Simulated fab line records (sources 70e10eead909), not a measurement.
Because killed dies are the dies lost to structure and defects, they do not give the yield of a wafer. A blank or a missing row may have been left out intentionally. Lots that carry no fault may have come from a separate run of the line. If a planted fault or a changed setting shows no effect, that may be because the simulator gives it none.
Which of the tools did it? / flow nandHarc / 24 lots, 72 wafers sampled, at 6 steps of a route of 1302

WHAT THE GAUGES READ, wafer by wafer
NHARC_P_M1_THK_MEAS_24: measures by xrf. Usual: thkNm reads 158.3 nm (standard deviation 1.4).
lot=L074; measured=day 6 12:58; on=filmMetro-01; thkNm (nm)=159.0 158.4 158.5; flag=
lot=L075; measured=day 6 16:11; on=filmMetro-01; thkNm (nm)=158.0 159.2 159.6; flag=
lot=L076; measured=day 6 23:34; on=filmMetro-01; thkNm (nm)=158.2 160.7 157.2; flag=
lot=L077; measured=day 7 17:59; on=filmMetro-01; thkNm (nm)=158.4 159.2 157.1; flag=
lot=L078; measured=day 8 05:52; on=filmMetro-02; thkNm (nm)=159.9 158.9 157.8; flag=
lot=L079; measured=day 8 12:46; on=filmMetro-02; thkNm (nm)=156.4 158.8 155.8; flag=
lot=L080; measured=day 8 20:24; on=filmMetro-01; thkNm (nm)=157.2 155.2 155.6; flag=
lot=L081; measured=day 9 13:01; on=filmMetro-01; thkNm (nm)=156.5 157.5 159.3; flag=
lot=L082; measured=day 9 17:31; on=filmMetro-02; thkNm (nm)=157.7 157.7 157.7; flag=
lot=L083; measured=day 10 02:35; on=filmMetro-01; thkNm (nm)=155.3 158.2 157.9; flag=
lot=L084; measured=day 10 08:22; on=filmMetro-02; thkNm (nm)=160.3 156.8 159.4; flag=
lot=L085; measured=day 10 23:23; on=filmMetro-02; thkNm (nm)=160.6 159.7 158.7; flag=
lot=L086; measured=day 11 12:16; on=filmMetro-02; thkNm (nm)=157.8 157.8 157.0; flag=
lot=L087; measured=day 12 11:58; on=filmMetro-01; thkNm (nm)=157.7 158.2 156.7; flag=
lot=L089; measured=day 12 13:41; on=filmMetro-02; thkNm (nm)=159.0 158.4 157.1; flag=
lot=L088; measured=day 12 14:00; on=filmMetro-02; thkNm (nm)=155.3 157.8 159.2; flag=
lot=L090; measured=day 13 05:24; on=filmMetro-01; thkNm (nm)=158.1 157.5 158.0; flag=
lot=L091; measured=day 13 12:46; on=filmMetro-02; thkNm (nm)=158.9 160.1 156.4; flag=
lot=L092; measured=day 13 19:07; on=filmMetro-01; thkNm (nm)=159.5 160.9 158.8; flag=
lot=L093; measured=day 14 10:29; on=filmMetro-01; thkNm (nm)=159.9 157.2 159.8; flag=
lot=L094; measured=day 14 14:58; on=filmMetro-02; thkNm (nm)=157.9 157.7 160.8; flag=
lot=L095; measured=day 14 23:05; on=filmMetro-01; thkNm (nm)=156.4 158.6 157.9; flag=
lot=L097; measured=day 15 18:19; on=filmMetro-02; thkNm (nm)=159.3 156.5 160.1; flag=
lot=L096; measured=day 15 19:22; on=filmMetro-01; thkNm (nm)=159.1 156.5 159.2; flag=

NHARC_P_M2_THK_MEAS_24: measures by xrf. Usual: thkNm reads 144.8 nm (standard deviation 1.2).
lot=L074; measured=day 6 17:01; on=filmMetro-01; thkNm (nm)=145.6 143.7 145.3; flag=
lot=L075; measured=day 6 20:14; on=filmMetro-01; thkNm (nm)=144.8 145.6 146.3; flag=
lot=L076; measured=day 7 03:50; on=filmMetro-01; thkNm (nm)=146.1 145.0 145.6; flag=
lot=L077; measured=day 7 22:02; on=filmMetro-02; thkNm (nm)=145.1 144.0 145.5; flag=
lot=L078; measured=day 8 10:02; on=filmMetro-02; thkNm (nm)=141.9 145.6 144.1; flag=
lot=L079; measured=day 8 16:52; on=filmMetro-02; thkNm (nm)=143.9 144.7 145.6; flag=
lot=L080; measured=day 9 00:37; on=filmMetro-02; thkNm (nm)=145.8 144.9 145.0; flag=
lot=L081; measured=day 9 17:13; on=filmMetro-02; thkNm (nm)=144.2 146.1 146.0; flag=
lot=L082; measured=day 9 21:38; on=filmMetro-02; thkNm (nm)=145.8 145.5 145.8; flag=
lot=L083; measured=day 10 06:37; on=filmMetro-02; thkNm (nm)=144.0 142.9 143.1; flag=
lot=L084; measured=day 10 12:32; on=filmMetro-01; thkNm (nm)=145.5 145.3 145.5; flag=
lot=L085; measured=day 11 03:39; on=filmMetro-02; thkNm (nm)=147.4 144.1 145.1; flag=
lot=L086; measured=day 11 16:18; on=filmMetro-01; thkNm (nm)=146.1 143.5 145.6; flag=
lot=L087; measured=day 12 16:12; on=filmMetro-02; thkNm (nm)=145.0 145.2 146.0; flag=
lot=L089; measured=day 12 17:50; on=filmMetro-01; thkNm (nm)=142.3 143.9 144.4; flag=
lot=L088; measured=day 12 18:11; on=filmMetro-01; thkNm (nm)=143.3 142.5 146.6; flag=
lot=L090; measured=day 13 09:26; on=filmMetro-02; thkNm (nm)=146.0 144.3 144.7; flag=
lot=L091; measured=day 13 16:57; on=filmMetro-01; thkNm (nm)=143.5 144.0 144.9; flag=
lot=L092; measured=day 13 23:17; on=filmMetro-02; thkNm (nm)=143.8 144.7 145.3; flag=
lot=L093; measured=day 14 14:31; on=filmMetro-02; thkNm (nm)=146.0 143.6 143.6; flag=
lot=L094; measured=day 14 19:19; on=filmMetro-01; thkNm (nm)=145.8 144.3 142.7; flag=
lot=L095; measured=day 15 03:47; on=filmMetro-02; thkNm (nm)=143.9 144.7 145.7; flag=
lot=L097; measured=day 15 22:31; on=filmMetro-01; thkNm (nm)=145.3 145.5 144.6; flag=
lot=L096; measured=day 15 23:50; on=filmMetro-02; thkNm (nm)=144.8 144.9 144.7; flag=

NHARC_A_ONON_D1_INSPECT_32. Usual: rawDefectCount reads 74 (standard deviation 25).
lot=L074; measured=day 8 11:59; on=defectInspect-01; rawDefectCount=106 125 85; flag=
lot=L075; measured=day 8 11:55; on=defectInspect-02; rawDefectCount=43 85 65; flag=
lot=L076; measured=day 9 01:09; on=defectInspect-02; rawDefectCount=53 68 55; flag=
lot=L077; measured=day 9 15:47; on=defectInspect-02; rawDefectCount=73 35 96; flag=
lot=L078; measured=day 10 06:22; on=defectInspect-02; rawDefectCount=72 63 65; flag=
lot=L079; measured=day 10 13:05; on=defectInspect-02; rawDefectCount=40 91 79; flag=
lot=L080; measured=day 10 21:43; on=defectInspect-01; rawDefectCount=64 63 67; flag=
lot=L081; measured=day 11 14:15; on=defectInspect-02; rawDefectCount=63 58 152; flag=
lot=L082; measured=day 11 14:14; on=defectInspect-01; rawDefectCount=71 86 69; flag=
lot=L083; measured=day 12 00:55; on=defectInspect-02; rawDefectCount=73 87 60; flag=
lot=L084; measured=day 12 06:09; on=defectInspect-01; rawDefectCount=95 119 121; flag=
lot=L085; measured=day 12 21:06; on=defectInspect-02; rawDefectCount=80 29 48; flag=
lot=L086; measured=day 13 09:36; on=defectInspect-02; rawDefectCount=56 65 29; flag=
lot=L087; measured=day 14 11:55; on=defectInspect-02; rawDefectCount=49 85 53; flag=
lot=L089; measured=day 14 12:19; on=defectInspect-02; rawDefectCount=43 55 85; flag=
lot=L088; measured=day 14 12:11; on=defectInspect-01; rawDefectCount=53 61 44; flag=
lot=L090; measured=day 15 06:29; on=defectInspect-01; rawDefectCount=66 101 69; flag=
lot=L091; measured=day 15 14:18; on=defectInspect-02; rawDefectCount=111 78 148; flag=
lot=L092; measured=day 16 01:32; on=defectInspect-02; rawDefectCount=86 62 78; flag=
lot=L093; measured=day 16 14:49; on=defectInspect-02; rawDefectCount=53 58 67; flag=
lot=L094; measured=day 16 15:15; on=defectInspect-02; rawDefectCount=39 40 63; flag=
lot=L095; measured=day 17 00:15; on=defectInspect-02; rawDefectCount=96 73 134; flag=
lot=L097; measured=day 17 18:27; on=defectInspect-01; rawDefectCount=88 76 88; flag=
lot=L096; measured=day 17 18:37; on=defectInspect-02; rawDefectCount=59 67 115; flag=

WHICH TOOL RAN EACH LOT (tool, then ch and the chambers of the sampled wafers, then the start)
lot=L074; NHARC_P_M0_STRIP_18=rieDiel-04 ch 1,3, day 6 06:55; NHARC_P_M0_PRE_CLEAN_31=pecvd-01 ch 0,2, day 6 09:10; NHARC_P_BONDPAD_ETCH_12=rieDiel-12 ch 0,2, day 8 11:59 or earlier
lot=L075; NHARC_P_M0_STRIP_18=rieDiel-04 ch 0,1, day 6 10:11; NHARC_P_M0_PRE_CLEAN_31=pecvd-03 ch 0,2, day 6 12:24; NHARC_P_BONDPAD_ETCH_12=rieDiel-03 ch 1,3, day 6 22:38
lot=L076; NHARC_P_M0_STRIP_18=rieDiel-07 ch 2,3, day 6 16:48; NHARC_P_M0_PRE_CLEAN_31=pecvd-03 ch 0,1,2, day 6 19:36; NHARC_P_BONDPAD_ETCH_12=rieDiel-12 ch 2,3, day 9 01:09 or earlier
lot=L077; NHARC_P_M0_STRIP_18=rieDiel-09 ch 1,2,3, day 7 11:31; NHARC_P_M0_PRE_CLEAN_31=pecvd-03 ch 0,1,2, day 7 13:42; NHARC_P_BONDPAD_ETCH_12=rieDiel-12 ch 1,3, day 9 15:47 or earlier
lot=L078; NHARC_P_M0_STRIP_18=rieDiel-09 ch 0,1,2, day 7 23:49; NHARC_P_M0_PRE_CLEAN_31=pecvd-01 ch 0,2, day 8 02:00; NHARC_P_BONDPAD_ETCH_12=rieDiel-10 ch 0,1,2, day 10 06:22 or earlier
lot=L079; NHARC_P_M0_STRIP_18=rieDiel-09 ch 2,3, day 8 06:18; NHARC_P_M0_PRE_CLEAN_31=pecvd-01 ch 0,1, day 8 08:47; NHARC_P_BONDPAD_ETCH_12=rieDiel-10 ch 0,3, day 10 13:05 or earlier
lot=L080; NHARC_P_M0_STRIP_18=rieDiel-09 ch 0,1,2, day 8 14:18; NHARC_P_M0_PRE_CLEAN_31=pecvd-03 ch 0,1,2, day 8 16:29; NHARC_P_BONDPAD_ETCH_12=rieDiel-12 ch 2,3, day 10 21:43 or earlier
lot=L081; NHARC_P_M0_STRIP_18=rieDiel-09 ch 0,1,2, day 9 06:58; NHARC_P_M0_PRE_CLEAN_31=pecvd-03 ch 0,1, day 9 09:07; NHARC_P_BONDPAD_ETCH_12=rieDiel-12 ch 1,3, day 11 14:15 or earlier
lot=L082; NHARC_P_M0_STRIP_18=rieDiel-09 ch 1,2,3, day 9 11:23; NHARC_P_M0_PRE_CLEAN_31=pecvd-03 ch 1,2, day 9 13:31; NHARC_P_BONDPAD_ETCH_12=rieDiel-10 ch 0,2, day 11 14:14 or earlier
lot=L083; NHARC_P_M0_STRIP_18=rieDiel-04 ch 0,3, day 9 20:20; NHARC_P_M0_PRE_CLEAN_31=pecvd-01 ch 0,1,2, day 9 22:43; NHARC_P_BONDPAD_ETCH_12=rieDiel-10 ch 0,2,3, day 12 00:55 or earlier
lot=L084; NHARC_P_M0_STRIP_18=rieDiel-07 ch 0,1,3, day 10 02:23; NHARC_P_M0_PRE_CLEAN_31=pecvd-02 ch 0,2, day 10 04:34; NHARC_P_BONDPAD_ETCH_12=rieDiel-12 ch 0,2, day 12 06:09 or earlier
lot=L085; NHARC_P_M0_STRIP_18=rieDiel-09 ch 0,1,3, day 10 17:09; NHARC_P_M0_PRE_CLEAN_31=pecvd-01 ch 0,2, day 10 19:19; NHARC_P_BONDPAD_ETCH_12=rieDiel-12 ch 1,2,3, day 12 21:06 or earlier
lot=L086; NHARC_P_M0_STRIP_18=rieDiel-09 ch 0,3, day 11 06:10; NHARC_P_M0_PRE_CLEAN_31=pecvd-03 ch 0,1,2, day 11 08:20; NHARC_P_BONDPAD_ETCH_12=rieDiel-10 ch 0,1,3, day 13 09:36 or earlier
lot=L087; NHARC_P_M0_STRIP_18=rieDiel-07 ch 1,3, day 12 05:46; NHARC_P_M0_PRE_CLEAN_31=pecvd-02 ch 1,2, day 12 08:01; NHARC_P_BONDPAD_ETCH_12=rieDiel-10 ch 1,2,3, day 14 11:55 or earlier
lot=L089; NHARC_P_M0_STRIP_18=rieDiel-09 ch 1,2, day 12 07:31; NHARC_P_M0_PRE_CLEAN_31=pecvd-01 ch 1,2, day 12 09:44; NHARC_P_BONDPAD_ETCH_12=rieDiel-10 ch 0,1,2, day 14 12:19 or earlier
lot=L088; NHARC_P_M0_STRIP_18=rieDiel-07 ch 1,3, day 12 07:43; NHARC_P_M0_PRE_CLEAN_31=pecvd-02 ch 0,2, day 12 09:55; NHARC_P_BONDPAD_ETCH_12=rieDiel-10 ch 2,3, day 14 12:11 or earlier
lot=L090; NHARC_P_M0_STRIP_18=rieDiel-09 ch 1,2,3, day 12 23:19; NHARC_P_M0_PRE_CLEAN_31=pecvd-02 ch 0,2, day 13 01:29; NHARC_P_BONDPAD_ETCH_12=rieDiel-03 ch 1,2,3, day 15 06:29 or earlier
lot=L091; NHARC_P_M0_STRIP_18=rieDiel-09 ch 0,1,2, day 13 06:41; NHARC_P_M0_PRE_CLEAN_31=pecvd-02 ch 0,1,2, day 13 08:51; NHARC_P_BONDPAD_ETCH_12=rieDiel-12 ch 0,1,2, day 15 14:18 or earlier
lot=L092; NHARC_P_M0_STRIP_18=rieDiel-09 ch 1,2,3, day 13 12:59; NHARC_P_M0_PRE_CLEAN_31=pecvd-01 ch 0,1,2, day 13 15:11; NHARC_P_BONDPAD_ETCH_12=rieDiel-10 ch 2,3, day 16 01:32 or earlier
lot=L093; NHARC_P_M0_STRIP_18=rieDiel-09 ch 0,1, day 14 04:25; NHARC_P_M0_PRE_CLEAN_31=pecvd-02 ch 0,1,2, day 14 06:35; NHARC_P_BONDPAD_ETCH_12=rieDiel-10 ch 1,2,3, day 16 14:49 or earlier
lot=L094; NHARC_P_M0_STRIP_18=rieDiel-07 ch 0,2,3, day 14 08:50; NHARC_P_M0_PRE_CLEAN_31=pecvd-03 ch 1,2, day 14 11:04; NHARC_P_BONDPAD_ETCH_12=rieDiel-12 ch 1,2,3, day 16 15:15 or earlier
lot=L095; NHARC_P_M0_STRIP_18=rieDiel-09 ch 0,1,3, day 14 17:08; NHARC_P_M0_PRE_CLEAN_31=pecvd-01 ch 0,1,2, day 14 19:17; NHARC_P_BONDPAD_ETCH_12=rieDiel-12 ch 2,3, day 17 00:15 or earlier
lot=L097; NHARC_P_M0_STRIP_18=rieDiel-09 ch 2,3, day 15 12:01; NHARC_P_M0_PRE_CLEAN_31=pecvd-02 ch 1,2, day 15 14:12; NHARC_P_BONDPAD_ETCH_12=rieDiel-10 ch 0,1,2, day 17 18:27 or earlier
lot=L096; NHARC_P_M0_STRIP_18=rieDiel-09 ch 1,2,3, day 15 12:57; NHARC_P_M0_PRE_CLEAN_31=pecvd-02 ch 1,2, day 15 15:13; NHARC_P_BONDPAD_ETCH_12=rieDiel-03 ch 0,1,2, day 17 18:37 or earlier
- NHARC_P_M0_STRIP_18: strips in N2/H2.
- NHARC_P_M0_PRE_CLEAN_31: time 12 s.
- NHARC_P_BONDPAD_ETCH_12: etches the open film in CHF3/O2, target depth 200 nm, time 100 s.

WHAT THE TOOLS THEMSELVES READ (means of the sampled wafers that have a number; where no wafer has one, the mark that the record gives instead)
NHARC_P_M0_STRIP_18. Usual: drypumpMotorCurrentA 6.0 A, standard deviation 0.4; oesProductAu 1.000 a.u., standard deviation 0.0064; rfVppV 90.6 V, standard deviation 0.92; showerheadPlenumPTorr 2.03 Torr, standard deviation 0.091; throttleValvePct 14.171 %, standard deviation 0.01.
lot=L074; tool=rieDiel-04; drypumpMotorCurrentA (A)=6.3; oesProductAu (a.u.)=0.991; rfVppV (V)=91.0; showerheadPlenumPTorr (Torr)=2.06; throttleValvePct (%)=14.165; flag=
lot=L075; tool=rieDiel-04; drypumpMotorCurrentA (A)=6.2; oesProductAu (a.u.)=0.995; rfVppV (V)=90.1; showerheadPlenumPTorr (Torr)=2.00; throttleValvePct (%)=14.169; flag=
lot=L076; tool=rieDiel-07; drypumpMotorCurrentA (A)=5.6; oesProductAu (a.u.)=1.002; rfVppV (V)=90.3; showerheadPlenumPTorr (Torr)=2.03; throttleValvePct (%)=14.176; flag=
lot=L077; tool=rieDiel-09; drypumpMotorCurrentA (A)=6.1; oesProductAu (a.u.)=1.003; rfVppV (V)=91.1; showerheadPlenumPTorr (Torr)=2.04; throttleValvePct (%)=14.176; flag=
lot=L078; tool=rieDiel-09; drypumpMotorCurrentA (A)=5.9; oesProductAu (a.u.)=0.998; rfVppV (V)=89.8; showerheadPlenumPTorr (Torr)=1.96; throttleValvePct (%)=14.164; flag=
lot=L079; tool=rieDiel-09; drypumpMotorCurrentA (A)=5.8; oesProductAu (a.u.)=0.993; rfVppV (V)=90.2; showerheadPlenumPTorr (Torr)=2.01; throttleValvePct (%)=14.156; flag=
lot=L080; tool=rieDiel-09; drypumpMotorCurrentA (A)=5.9; oesProductAu (a.u.)=1.004; rfVppV (V)=90.1; showerheadPlenumPTorr (Torr)=1.96; throttleValvePct (%)=14.171; flag=
lot=L081; tool=rieDiel-09; drypumpMotorCurrentA (A)=6.0; oesProductAu (a.u.)=0.995; rfVppV (V)=89.6; showerheadPlenumPTorr (Torr)=1.96; throttleValvePct (%)=14.177; flag=
lot=L082; tool=rieDiel-09; drypumpMotorCurrentA (A)=6.1; oesProductAu (a.u.)=0.994; rfVppV (V)=90.0; showerheadPlenumPTorr (Torr)=2.03; throttleValvePct (%)=14.176; flag=
lot=L083; tool=rieDiel-04; drypumpMotorCurrentA (A)=6.0; oesProductAu (a.u.)=1.003; rfVppV (V)=90.3; showerheadPlenumPTorr (Torr)=1.98; throttleValvePct (%)=14.178; flag=
lot=L084; tool=rieDiel-07; drypumpMotorCurrentA (A)=5.7; oesProductAu (a.u.)=0.998; rfVppV (V)=91.0; showerheadPlenumPTorr (Torr)=2.10; throttleValvePct (%)=14.172; flag=
lot=L085; tool=rieDiel-09; drypumpMotorCurrentA (A)=6.0; oesProductAu (a.u.)=1.004; rfVppV (V)=90.5; showerheadPlenumPTorr (Torr)=2.04; throttleValvePct (%)=14.165; flag=
lot=L086; tool=rieDiel-09; drypumpMotorCurrentA (A)=5.8; oesProductAu (a.u.)=1.001; rfVppV (V)=91.7; showerheadPlenumPTorr (Torr)=2.10; throttleValvePct (%)=14.167; flag=
lot=L087; tool=rieDiel-07; drypumpMotorCurrentA (A)=5.8; oesProductAu (a.u.)=0.998; rfVppV (V)=90.9; showerheadPlenumPTorr (Torr)=2.13; throttleValvePct (%)=14.180; flag=
lot=L089; tool=rieDiel-09; drypumpMotorCurrentA (A)=6.3; oesProductAu (a.u.)=1.003; rfVppV (V)=90.3; showerheadPlenumPTorr (Torr)=1.98; throttleValvePct (%)=14.159; flag=
lot=L088; tool=rieDiel-07; drypumpMotorCurrentA (A)=5.4; oesProductAu (a.u.)=0.996; rfVppV (V)=90.9; showerheadPlenumPTorr (Torr)=2.06; throttleValvePct (%)=14.173; flag=
lot=L090; tool=rieDiel-09; drypumpMotorCurrentA (A)=6.0; oesProductAu (a.u.)=1.005; rfVppV (V)=90.0; showerheadPlenumPTorr (Torr)=2.03; throttleValvePct (%)=14.178; flag=
lot=L091; tool=rieDiel-09; drypumpMotorCurrentA (A)=6.0; oesProductAu (a.u.)=1.003; rfVppV (V)=90.0; showerheadPlenumPTorr (Torr)=1.96; throttleValvePct (%)=14.176; flag=
lot=L092; tool=rieDiel-09; drypumpMotorCurrentA (A)=6.1; oesProductAu (a.u.)=1.002; rfVppV (V)=90.7; showerheadPlenumPTorr (Torr)=2.03; throttleValvePct (%)=14.175; flag=
lot=L093; tool=rieDiel-09; drypumpMotorCurrentA (A)=6.1; oesProductAu (a.u.)=0.998; rfVppV (V)=90.2; showerheadPlenumPTorr (Torr)=1.98; throttleValvePct (%)=14.177; flag=
lot=L094; tool=rieDiel-07; drypumpMotorCurrentA (A)=5.9; oesProductAu (a.u.)=1.004; rfVppV (V)=90.7; showerheadPlenumPTorr (Torr)=2.04; throttleValvePct (%)=14.173; flag=
lot=L095; tool=rieDiel-09; drypumpMotorCurrentA (A)=6.0; oesProductAu (a.u.)=1.002; rfVppV (V)=90.6; showerheadPlenumPTorr (Torr)=2.04; throttleValvePct (%)=14.176; flag=
lot=L097; tool=rieDiel-09; drypumpMotorCurrentA (A)=5.8; oesProductAu (a.u.)=1.002; rfVppV (V)=90.8; showerheadPlenumPTorr (Torr)=2.00; throttleValvePct (%)=14.178; flag=
lot=L096; tool=rieDiel-09; drypumpMotorCurrentA (A)=6.1; oesProductAu (a.u.)=0.999; rfVppV (V)=90.0; showerheadPlenumPTorr (Torr)=2.03; throttleValvePct (%)=14.170; flag=

NHARC_P_M0_PRE_CLEAN_31. Usual: heaterPowerW 643 W, standard deviation 70; susceptorTempC 370.02 C, standard deviation 0.21.
lot=L074; tool=pecvd-01; heaterPowerW (W)=608; susceptorTempC (C)=370.12; flag=
lot=L075; tool=pecvd-03; heaterPowerW (W)=699; susceptorTempC (C)=369.95; flag=
lot=L076; tool=pecvd-03; heaterPowerW (W)=666; susceptorTempC (C)=370.12; flag=
lot=L077; tool=pecvd-03; heaterPowerW (W)=648; susceptorTempC (C)=370.10; flag=
lot=L078; tool=pecvd-01; heaterPowerW (W)=648; susceptorTempC (C)=369.95; flag=
lot=L079; tool=pecvd-01; heaterPowerW (W)=633; susceptorTempC (C)=370.09; flag=
lot=L080; tool=pecvd-03; heaterPowerW (W)=680; susceptorTempC (C)=370.00; flag=
lot=L081; tool=pecvd-03; heaterPowerW (W)=638; susceptorTempC (C)=370.15; flag=
lot=L082; tool=pecvd-03; heaterPowerW (W)=568; susceptorTempC (C)=369.92; flag=
lot=L083; tool=pecvd-01; heaterPowerW (W)=601; susceptorTempC (C)=369.86; flag=
lot=L084; tool=pecvd-02; heaterPowerW (W)=635; susceptorTempC (C)=370.29; flag=
lot=L085; tool=pecvd-01; heaterPowerW (W)=617; susceptorTempC (C)=369.96; flag=
lot=L086; tool=pecvd-03; heaterPowerW (W)=637; susceptorTempC (C)=370.12; flag=
lot=L087; tool=pecvd-02; heaterPowerW (W)=649; susceptorTempC (C)=370.04; flag=
lot=L089; tool=pecvd-01; heaterPowerW (W)=566; susceptorTempC (C)=370.09; flag=
lot=L088; tool=pecvd-02; heaterPowerW (W)=687; susceptorTempC (C)=370.10; flag=
lot=L090; tool=pecvd-02; heaterPowerW (W)=665; susceptorTempC (C)=370.05; flag=
lot=L091; tool=pecvd-02; heaterPowerW (W)=720; susceptorTempC (C)=369.98; flag=
lot=L092; tool=pecvd-01; heaterPowerW (W)=606; susceptorTempC (C)=370.12; flag=
lot=L093; tool=pecvd-02; heaterPowerW (W)=680; susceptorTempC (C)=369.86; flag=
lot=L094; tool=pecvd-03; heaterPowerW (W)=589; susceptorTempC (C)=369.65; flag=
lot=L095; tool=pecvd-01; heaterPowerW (W)=623; susceptorTempC (C)=369.95; flag=
lot=L097; tool=pecvd-02; heaterPowerW (W)=689; susceptorTempC (C)=370.05; flag=
lot=L096; tool=pecvd-02; heaterPowerW (W)=624; susceptorTempC (C)=370.04; flag=

NHARC_P_BONDPAD_ETCH_12. Usual: drypumpMotorCurrentA 5.7 A, standard deviation 0.46; oesProductAu 0.942 a.u., standard deviation 0.024; rfVppV 369.7 V, standard deviation 1.9; showerheadPlenumPTorr 2.36 Torr, standard deviation 0.071; throttleValvePct 20.573 %, standard deviation 0.0092.
lot=L074; tool=rieDiel-12; drypumpMotorCurrentA (A)=6.2; oesProductAu (a.u.)=0.929; rfVppV (V)=370.8; showerheadPlenumPTorr (Torr)=2.38; throttleValvePct (%)=20.573; flag=
lot=L075; tool=rieDiel-03; drypumpMotorCurrentA (A)=5.4; oesProductAu (a.u.)=0.934; rfVppV (V)=370.6; showerheadPlenumPTorr (Torr)=2.39; throttleValvePct (%)=20.570; flag=
lot=L076; tool=rieDiel-12; drypumpMotorCurrentA (A)=5.7; oesProductAu (a.u.)=0.922; rfVppV (V)=369.9; showerheadPlenumPTorr (Torr)=2.42; throttleValvePct (%)=20.564; flag=
lot=L077; tool=rieDiel-12; drypumpMotorCurrentA (A)=5.7; oesProductAu (a.u.)=0.976; rfVppV (V)=368.2; showerheadPlenumPTorr (Torr)=2.30; throttleValvePct (%)=20.571; flag=
lot=L078; tool=rieDiel-10; drypumpMotorCurrentA (A)=5.8; oesProductAu (a.u.)=0.927; rfVppV (V)=369.7; showerheadPlenumPTorr (Torr)=2.35; throttleValvePct (%)=20.566; flag=
lot=L079; tool=rieDiel-10; drypumpMotorCurrentA (A)=5.8; oesProductAu (a.u.)=0.919; rfVppV (V)=370.5; showerheadPlenumPTorr (Torr)=2.40; throttleValvePct (%)=20.578; flag=
lot=L080; tool=rieDiel-12; drypumpMotorCurrentA (A)=5.7; oesProductAu (a.u.)=0.969; rfVppV (V)=370.1; showerheadPlenumPTorr (Torr)=2.42; throttleValvePct (%)=20.569; flag=
lot=L081; tool=rieDiel-12; drypumpMotorCurrentA (A)=5.7; oesProductAu (a.u.)=0.963; rfVppV (V)=367.5; showerheadPlenumPTorr (Torr)=2.29; throttleValvePct (%)=20.581; flag=
lot=L082; tool=rieDiel-10; drypumpMotorCurrentA (A)=6.2; oesProductAu (a.u.)=0.910; rfVppV (V)=368.3; showerheadPlenumPTorr (Torr)=2.34; throttleValvePct (%)=20.580; flag=
lot=L083; tool=rieDiel-10; drypumpMotorCurrentA (A)=5.8; oesProductAu (a.u.)=0.917; rfVppV (V)=369.9; showerheadPlenumPTorr (Torr)=2.37; throttleValvePct (%)=20.570; flag=
lot=L084; tool=rieDiel-12; drypumpMotorCurrentA (A)=6.0; oesProductAu (a.u.)=0.929; rfVppV (V)=371.1; showerheadPlenumPTorr (Torr)=2.42; throttleValvePct (%)=20.576; flag=
lot=L085; tool=rieDiel-12; drypumpMotorCurrentA (A)=5.7; oesProductAu (a.u.)=0.971; rfVppV (V)=370.6; showerheadPlenumPTorr (Torr)=2.34; throttleValvePct (%)=20.572; flag=
lot=L086; tool=rieDiel-10; drypumpMotorCurrentA (A)=5.5; oesProductAu (a.u.)=0.969; rfVppV (V)=370.5; showerheadPlenumPTorr (Torr)=2.40; throttleValvePct (%)=20.565; flag=
lot=L087; tool=rieDiel-10; drypumpMotorCurrentA (A)=5.4; oesProductAu (a.u.)=0.967; rfVppV (V)=369.9; showerheadPlenumPTorr (Torr)=2.38; throttleValvePct (%)=20.571; flag=
lot=L089; tool=rieDiel-10; drypumpMotorCurrentA (A)=5.8; oesProductAu (a.u.)=0.926; rfVppV (V)=368.8; showerheadPlenumPTorr (Torr)=2.35; throttleValvePct (%)=20.576; flag=
lot=L088; tool=rieDiel-10; drypumpMotorCurrentA (A)=5.4; oesProductAu (a.u.)=0.975; rfVppV (V)=371.6; showerheadPlenumPTorr (Torr)=2.40; throttleValvePct (%)=20.566; flag=
lot=L090; tool=rieDiel-03; drypumpMotorCurrentA (A)=5.5; oesProductAu (a.u.)=0.967; rfVppV (V)=368.8; showerheadPlenumPTorr (Torr)=2.33; throttleValvePct (%)=20.580; flag=
lot=L091; tool=rieDiel-12; drypumpMotorCurrentA (A)=5.9; oesProductAu (a.u.)=0.926; rfVppV (V)=369.2; showerheadPlenumPTorr (Torr)=2.35; throttleValvePct (%)=20.577; flag=
lot=L092; tool=rieDiel-10; drypumpMotorCurrentA (A)=5.4; oesProductAu (a.u.)=0.924; rfVppV (V)=370.5; showerheadPlenumPTorr (Torr)=2.40; throttleValvePct (%)=20.577; flag=
lot=L093; tool=rieDiel-10; drypumpMotorCurrentA (A)=5.4; oesProductAu (a.u.)=0.929; rfVppV (V)=369.4; showerheadPlenumPTorr (Torr)=2.38; throttleValvePct (%)=20.569; flag=
lot=L094; tool=rieDiel-12; drypumpMotorCurrentA (A)=5.7; oesProductAu (a.u.)=0.925; rfVppV (V)=370.0; showerheadPlenumPTorr (Torr)=2.34; throttleValvePct (%)=20.571; flag=
lot=L095; tool=rieDiel-12; drypumpMotorCurrentA (A)=5.7; oesProductAu (a.u.)=0.922; rfVppV (V)=370.5; showerheadPlenumPTorr (Torr)=2.37; throttleValvePct (%)=20.558; flag=
lot=L097; tool=rieDiel-10; drypumpMotorCurrentA (A)=5.8; oesProductAu (a.u.)=0.968; rfVppV (V)=368.7; showerheadPlenumPTorr (Torr)=2.35; throttleValvePct (%)=20.577; flag=
lot=L096; tool=rieDiel-03; drypumpMotorCurrentA (A)=5.5; oesProductAu (a.u.)=0.922; rfVppV (V)=368.0; showerheadPlenumPTorr (Torr)=2.30; throttleValvePct (%)=20.576; flag=

THE ANSWER, worked out from the rows above alone
Rule: a lot is off if the mean of its wafers that have a number lies more than 3 standard deviations from the usual mean. Also off: a lot with no number at a reading for which 4 or more lots have one. Where the step has rows for the other lots, those lots are counted as sound. First the gauges in route order, then the tools' own readings, where a lot's mean is used as printed above. At the first step where some lot is off, the reading lying furthest off is the one used; lots without a number count as furthest.
None of the lots is off at any reading shown; this tells nothing.

WHAT THE SIMULATOR HAD INSERTED
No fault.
